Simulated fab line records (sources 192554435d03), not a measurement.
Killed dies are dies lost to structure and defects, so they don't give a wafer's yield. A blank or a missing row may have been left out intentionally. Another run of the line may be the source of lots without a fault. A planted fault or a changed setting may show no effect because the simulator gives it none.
Chamber matching | flow n5Finfet | 4 sister chambers for N5_MOL_CONTACT_COAG_ETCH_89 on rieDiel-03
The step etches underlayer in N2/H2, target depth 13 nm, time 10.4 s. 4 wafers are shown with their chamber, then 12 later ones without.

WAFERS PAIRED WITH THEIR CHAMBERS
wafer  | chamber | drypumpMotorCurrentA (A)
L086.3 | 1       | 5.1
L090.1 | 3       | 5.4
L090.2 | 0       | 6.4
L090.3 | 2       | 5.6

WAFERS WITH NO CHAMBER GIVEN
wafer  | drypumpMotorCurrentA (A)
L090.4 | 5.1
L090.5 | 5.4
L090.6 | 6.4
L091.1 | 5.1
L091.3 | 5.4
L091.6 | 5.7
L092.2 | 5.1
L092.4 | 6.4
L092.5 | 5.6
L093.2 | 6.4
L093.3 | 5.7
L093.5 | 5.7

WHICH CHAMBER EACH ONE RAN IN
wafer  | from the rows above | in truth
L090.4 | 1                   | 1
L090.5 | 3                   | 3
L090.6 | 0                   | 0
L091.1 | 1                   | 1
L091.3 | 3                   | 3
L091.6 | 2                   | 2
L092.2 | 1                   | 1
L092.4 | 0                   | 0
L092.5 | 2                   | 2
L093.2 | 0                   | 0
L093.3 | 2                   | 2
L093.5 | 2                   | 2
Placed correctly: 12 of 12. Number that these rows cannot place: 0. 0 placed wrongly.
How it was worked out, from the rows above alone: a wafer's distance from a chamber is the root of the sum, over the readings, of the square of ((its reading less the chamber's mean) divided by the reading's scatter). The wafer belongs to the nearest chamber; if the next one is less than 2 further off, it can't be placed. For every chamber, the mean is computed from those of its wafers that are shown. The scatter: root of mean squared gap, hidden wafer to nearest shown wafer, with one shown wafer a chamber.
